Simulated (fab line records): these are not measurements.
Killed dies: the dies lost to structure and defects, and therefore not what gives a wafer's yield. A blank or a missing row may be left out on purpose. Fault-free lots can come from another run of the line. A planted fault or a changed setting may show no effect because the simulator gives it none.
What tool caused it? ; flow nandHarc ; 24 lots with 72 wafers sampled at 6 steps, on a route of 1159 steps

WHAT EACH GAUGE READ, for each wafer
The record lacks any reading of a measuring or inspecting step that a usual standard deviation could be used to judge.

TOOL THAT RAN EACH LOT (tool first, then ch and the chambers of the sampled wafers, then the start)
lot;NHARC_A_CONTACT_DESCUM_47;NHARC_A_CONTACT_ETCH_119;NHARC_A_CONTACT_ETCH_122;NHARC_A_CONTACT_ETCH_96;NHARC_A_CONTACT_DEP_57;NHARC_A_CONTACT_ETCH_132
L074;rieDiel-06 ch 0,1,3, day 16 10:50;harCapEtch-01 ch 0,1, day 16 12:56;harCapEtch-01 ch 0,1, day 16 13:13;rieDiel-06 ch 0,2,3, day 16 18:02 or earlier;aclDep-01 ch 0, day 16 18:02;harCapEtch-03 ch 0,1, day 16 23:31
L075;rieDiel-13 ch 0,1,2, day 16 20:52;harCapEtch-02 ch 0,1, day 16 23:07;harCapEtch-02 ch 0,1, day 16 23:23;rieDiel-03 ch 0,2, day 17 00:14;aclDep-02 ch 0, day 17 04:58;harCapEtch-01 ch 0, day 17 09:48
L076;rieDiel-06 ch 1,2,3, day 17 04:36;harCapEtch-03 ch 0,1, day 17 06:57;harCapEtch-03 ch 0,1, day 17 07:13;rieDiel-06 ch 1,2,3, day 17 10:46 or earlier;aclDep-02 ch 0, day 17 10:46;harCapEtch-01 ch 0, day 17 15:47
L077;rieDiel-06 ch 0,2,3, day 17 08:27;harCapEtch-02 ch 0,1, day 17 10:41;harCapEtch-02 ch 0,1, day 17 10:58;rieDiel-06 ch 0,1,3, day 17 14:28 or earlier;aclDep-03 ch 0, day 17 14:28;harCapEtch-01 ch 1, day 17 19:17
L081;rieDiel-06 ch 2,3, day 17 16:46;harCapEtch-03 ch 0,1, day 17 18:53;harCapEtch-03 ch 0,1, day 17 19:10;rieDiel-06 ch 0,2,3, day 17 21:44 or earlier;aclDep-01 ch 0, day 17 21:44;harCapEtch-03 ch 0,1, day 18 02:26
L078;rieDiel-06 ch 1,2,3, day 17 20:10;harCapEtch-03 ch 0,1, day 17 22:41;harCapEtch-03 ch 0,1, day 17 22:58;rieDiel-03 ch 1,2,3, day 18 00:50 or earlier;aclDep-02 ch 0, day 18 00:50;harCapEtch-01 ch 0,1, day 18 05:46
L079;rieDiel-06 ch 0,1,2, day 17 22:17;harCapEtch-01 ch 0,1, day 18 00:22;harCapEtch-01 ch 0,1, day 18 00:38;rieDiel-06 ch 0,3, day 18 02:29 or earlier;aclDep-01 ch 0, day 18 02:29;harCapEtch-02 ch 0,1, day 18 07:44
L082;rieDiel-06 ch 0,1,3, day 18 22:32;harCapEtch-03 ch 0,1, day 19 00:39;harCapEtch-03 ch 0,1, day 19 00:55;rieDiel-06 ch 0,1,3, day 19 02:52 or earlier;aclDep-01 ch 0, day 19 02:52;harCapEtch-02 ch 0,1, day 19 07:50
L084;rieDiel-13 ch 1,2,3, day 18 22:39;harCapEtch-01 ch 0,1, day 19 00:45;harCapEtch-01 ch 0,1, day 19 01:01;rieDiel-06 ch 1,2, day 19 02:56 or earlier;aclDep-03 ch 0, day 19 02:56;harCapEtch-03 ch 0,1, day 19 08:08
L080;rieDiel-13 ch 1,2,3, day 19 05:56;harCapEtch-01 ch 0,1, day 19 08:03;harCapEtch-01 ch 0,1, day 19 08:19;rieDiel-06 ch 0,3, day 19 10:19 or earlier;aclDep-03 ch 0, day 19 10:19;harCapEtch-01 ch 0,1, day 19 15:29
L083;rieDiel-06 ch 0,1,3, day 19 11:15;harCapEtch-02 ch 0,1, day 19 13:32;harCapEtch-02 ch 0,1, day 19 13:49;rieDiel-06 ch 1,2,3, day 19 16:43 or earlier;aclDep-03 ch 0, day 19 16:43;harCapEtch-03 ch 0,1, day 19 21:54
L085;rieDiel-06 ch 0,3, day 19 11:24;harCapEtch-03 ch 0,1, day 19 14:00;harCapEtch-03 ch 0,1, day 19 14:16;rieDiel-06 ch 2,3, day 19 16:28 or earlier;aclDep-02 ch 0, day 19 16:28;harCapEtch-02 ch 0,1, day 20 03:10
L091;rieDiel-06 ch 1,2,3, day 20 12:22;harCapEtch-02 ch 0,1, day 20 14:36;harCapEtch-02 ch 0,1, day 20 14:52;rieDiel-03 ch 0,2, day 20 16:53 or earlier;aclDep-03 ch 0, day 20 16:53;harCapEtch-01 ch 0,1, day 20 22:43
L087;rieDiel-06 ch 1,2,3, day 20 14:38;harCapEtch-01 ch 0,1, day 20 16:48;harCapEtch-01 ch 0,1, day 20 17:04;rieDiel-13 ch 0,1,3, day 20 19:12 or earlier;aclDep-03 ch 0, day 20 19:12;harCapEtch-03 ch 0,1, day 20 23:53
L086;rieDiel-03 ch 0,1,2, day 20 16:23;harCapEtch-03 ch 0,1, day 20 18:29;harCapEtch-03 ch 0,1, day 20 18:45;rieDiel-06 ch 0,1,2, day 21 00:10 or earlier;aclDep-02 ch 0, day 21 00:10;harCapEtch-01 ch 0,1, day 21 05:23
L088;rieDiel-06 ch 0,1,2, day 20 19:02;harCapEtch-02 ch 0,1, day 20 21:10;harCapEtch-02 ch 0,1, day 20 21:26;rieDiel-03 ch 0,2,3, day 21 02:17 or earlier;aclDep-03 ch 0, day 21 02:17;harCapEtch-03 ch 0,1, day 21 07:34
L089;rieDiel-06 ch 2,3, day 20 23:09;harCapEtch-02 ch 1, day 21 01:15;harCapEtch-02 ch 1, day 21 01:31;rieDiel-06 ch 0,1,2, day 21 08:40 or earlier;aclDep-03 ch 0, day 21 08:40;harCapEtch-02 ch 0,1, day 21 13:26
L090;rieDiel-03 ch 0,1,2, day 21 10:37;harCapEtch-03 ch 0,1, day 21 12:59;harCapEtch-03 ch 0,1, day 21 13:21;rieDiel-03 ch 0,2,3, day 21 16:41 or earlier;aclDep-03 ch 0, day 21 16:41;harCapEtch-02 ch 0,1, day 21 21:40
L092;rieDiel-13 ch 2,3, day 21 13:56;harCapEtch-02 ch 0, day 21 16:03;harCapEtch-02 ch 0, day 21 16:19;rieDiel-03 ch 2,3, day 21 18:42 or earlier;aclDep-03 ch 0, day 21 18:42;harCapEtch-02 ch 0,1, day 22 00:18
L094;rieDiel-13 ch 1,2,3, day 21 20:56;harCapEtch-03 ch 0,1, day 21 23:27;harCapEtch-03 ch 0,1, day 21 23:49;rieDiel-06 ch 0,3, day 22 00:50;aclDep-03 ch 0, day 22 02:03;harCapEtch-03 ch 0,1, day 22 07:25
L096;rieDiel-03 ch 0,2,3, day 21 21:39;harCapEtch-01 ch 0,1, day 21 23:46;harCapEtch-01 ch 0,1, day 22 00:02;rieDiel-13 ch 1,2,3, day 22 02:13 or earlier;aclDep-02 ch 0, day 22 02:13;harCapEtch-01 ch 0,1, day 22 07:26
L093;rieDiel-03 ch 1,2,3, day 22 02:34;harCapEtch-01 ch 0,1, day 22 04:40;harCapEtch-01 ch 0,1, day 22 04:56;rieDiel-13 ch 0,1, day 22 07:12 or earlier;aclDep-02 ch 0, day 22 07:12;harCapEtch-02 ch 0,1, day 22 11:55
L095;rieDiel-13 ch 1,3, day 22 11:47;harCapEtch-01 ch 0,1, day 22 13:53;harCapEtch-01 ch 0,1, day 22 14:10;rieDiel-13 ch 0,3, day 22 16:04 or earlier;aclDep-01 ch 0, day 22 16:04;harCapEtch-01 ch 0,1, day 22 21:08
L097;rieDiel-03 ch 0,2, day 22 12:40;harCapEtch-03 ch 0,1, day 22 15:08;harCapEtch-03 ch 0,1, day 22 15:30;rieDiel-13 ch 1,3, day 22 17:50 or earlier;aclDep-03 ch 0, day 22 17:50;harCapEtch-03 ch 0,1, day 22 22:31
- NHARC_A_CONTACT_DESCUM_47: chemistry O2, time 3 s.
- NHARC_A_CONTACT_ETCH_119: etches the open film in C4F8/O2/Ar, time 94 s, target depth 922 nm.
- NHARC_A_CONTACT_ETCH_122: etches the open film in C4F8/O2/Ar, time 95 s, target depth 930 nm.
- NHARC_A_CONTACT_ETCH_96: etches the open film in C4F6/O2, target depth 20 nm, time 10 s.
- NHARC_A_CONTACT_DEP_57: deposits aC, target thk 2800 nm.
- NHARC_A_CONTACT_ETCH_132: etches the open film in C4F8/O2/Ar, time 156 s, target depth 958 nm.

AS READ BY THE TOOLS THEMSELVES (means over the sampled wafers that have a number; for cases with no such wafer, the mark the record gives instead)
NHARC_A_CONTACT_DESCUM_47. Usual: drypumpMotorCurrentA 5.8 A, standard deviation 0.31; oesProductAu 0.997 a.u., standard deviation 0.014; rfVppV 57.7 V, standard deviation 0.92; showerheadPlenumPTorr 1.93 Torr, standard deviation 0.11; throttleValvePct 11.311 %, standard deviation 0.0094.
lot;tool;drypumpMotorCurrentA (A);oesProductAu (a.u.);rfVppV (V);showerheadPlenumPTorr (Torr);throttleValvePct (%);flag
L074;rieDiel-06;5.8;0.991;57.8;1.84;11.312;
L075;rieDiel-13;5.6;0.991;57.2;1.92;11.315;
L076;rieDiel-06;5.8;1.006;57.5;1.90;11.322;
L077;rieDiel-06;5.7;1.006;57.2;1.87;11.308;
L081;rieDiel-06;5.8;1.012;58.7;1.93;11.317;
L078;rieDiel-06;5.8;1.004;57.7;1.90;11.309;
L079;rieDiel-06;5.6;1.002;57.6;1.91;11.300;
L082;rieDiel-06;5.8;0.990;57.8;1.94;11.312;
L084;rieDiel-13;5.7;0.998;57.5;1.87;11.307;
L080;rieDiel-13;5.7;1.002;57.5;1.87;11.313;
L083;rieDiel-06;5.7;0.996;59.1;1.94;11.305;
L085;rieDiel-06;5.8;0.982;57.4;1.99;11.309;
L091;rieDiel-06;5.8;0.996;58.3;1.99;11.317;
L087;rieDiel-06;5.8;1.000;58.7;1.99;11.313;
L086;rieDiel-03;6.1;0.996;58.6;1.91;11.308;
L088;rieDiel-06;5.6;0.995;57.7;1.91;11.310;
L089;rieDiel-06;5.7;1.002;58.2;2.02;11.310;
L090;rieDiel-03;6.1;1.004;57.2;1.90;11.301;
L092;rieDiel-13;5.7;1.002;58.8;2.06;11.327;
L094;rieDiel-13;5.7;1.001;58.2;1.97;11.315;
L096;rieDiel-03;6.1;0.992;58.3;1.95;11.309;
L093;rieDiel-03;6.1;0.999;57.3;1.95;11.307;
L095;rieDiel-13;5.9;1.020;57.1;1.89;11.303;
L097;rieDiel-03;6.0;0.999;57.9;1.98;11.311;

NHARC_A_CONTACT_ETCH_96. Usual: c4f6FlowSccm 25.00 sccm, standard deviation 0.076; drypumpMotorCurrentA 5.8 A, standard deviation 0.31; oesProductAu 0.972 a.u., standard deviation 0.026; rfVppV 547 V, standard deviation 4.1; showerheadPlenumPTorr 3.94 Torr, standard deviation 0.19; throttleValvePct 26.903 %, standard deviation 0.0089.
lot;tool;c4f6FlowSccm (sccm);drypumpMotorCurrentA (A);oesProductAu (a.u.);rfVppV (V);showerheadPlenumPTorr (Torr);throttleValvePct (%);flag
L074;rieDiel-06;25.05;5.7;0.943;544;3.84;26.893;
L075;rieDiel-03;24.97;6.0;0.955;542;3.70;26.899;
L076;rieDiel-06;24.99;5.8;0.964;546;3.89;26.903;
L077;rieDiel-06;25.03;5.8;0.946;544;3.77;26.911;
L081;rieDiel-06;24.94;5.7;0.958;545;3.84;26.908;
L078;rieDiel-03;24.99;6.2;0.990;549;4.02;26.906;
L079;rieDiel-06;25.00;5.9;0.934;543;3.69;26.901;
L082;rieDiel-06;25.03;5.8;0.945;548;3.96;26.904;
L084;rieDiel-06;24.94;5.8;0.999;548;3.97;26.902;
L080;rieDiel-06;25.06;5.9;0.991;551;4.07;26.905;
L083;rieDiel-06;25.00;5.9;0.969;550;4.08;26.899;
L085;rieDiel-06;24.94;5.8;0.969;552;4.14;26.906;
L091;rieDiel-03;24.97;6.0;1.002;546;3.91;26.904;
L087;rieDiel-13;25.04;6.0;0.996;547;3.94;26.899;
L086;rieDiel-06;25.04;5.6;1.003;546;3.91;26.907;
L088;rieDiel-03;25.02;6.1;0.990;548;4.00;26.899;
L089;rieDiel-06;25.01;5.6;0.943;548;3.91;26.896;
L090;rieDiel-03;25.04;6.1;0.957;549;3.99;26.898;
L092;rieDiel-03;24.98;6.0;0.942;551;4.08;26.905;
L094;rieDiel-06;25.04;5.9;0.985;550;4.06;26.904;
L096;rieDiel-13;24.97;5.7;1.001;548;4.02;26.912;
L093;rieDiel-13;25.01;5.8;0.998;544;3.76;26.895;
L095;rieDiel-13;24.98;6.0;0.955;551;4.09;26.900;
L097;rieDiel-13;25.05;6.0;1.009;550;4.04;26.901;

NHARC_A_CONTACT_DEP_57. Usual: throttleValvePct at 35.001 %, with a standard deviation of 0.0095.
lot;tool;throttleValvePct (%);flag
L074;aclDep-01;35.003;
L075;aclDep-02;35.010;
L076;aclDep-02;35.003;
L077;aclDep-03;35.006;
L081;aclDep-01;35.000;
L078;aclDep-02;35.003;
L079;aclDep-01;34.991;
L082;aclDep-01;34.995;
L084;aclDep-03;34.997;
L080;aclDep-03;34.998;
L083;aclDep-03;34.991;
L085;aclDep-02;34.998;
L091;aclDep-03;34.997;
L087;aclDep-03;35.006;
L086;aclDep-02;34.999;
L088;aclDep-03;34.997;
L089;aclDep-03;34.991;
L090;aclDep-03;35.005;
L092;aclDep-03;34.995;
L094;aclDep-03;35.003;
L096;aclDep-02;35.006;
L093;aclDep-02;35.003;
L095;aclDep-01;34.990;
L097;aclDep-03;35.006;

THE ANSWER, worked out from the rows above alone
Rule: lot off if the mean of its wafers having a number is beyond 3 standard deviations from the usual mean. A lot without any number at a reading at which 4 lots or more have one is off too. All remaining lots with rows at the step are treated as sound. First the gauges in route order, then the tools' own readings, where a lot's mean is used as printed above. At the first step where some lot is off, the reading lying furthest off is the one used; lots without a number count as furthest.
No lot is off at any reading shown: from this, nothing can be told.

WHAT HAD BEEN PUT IN BY THE SIMULATOR
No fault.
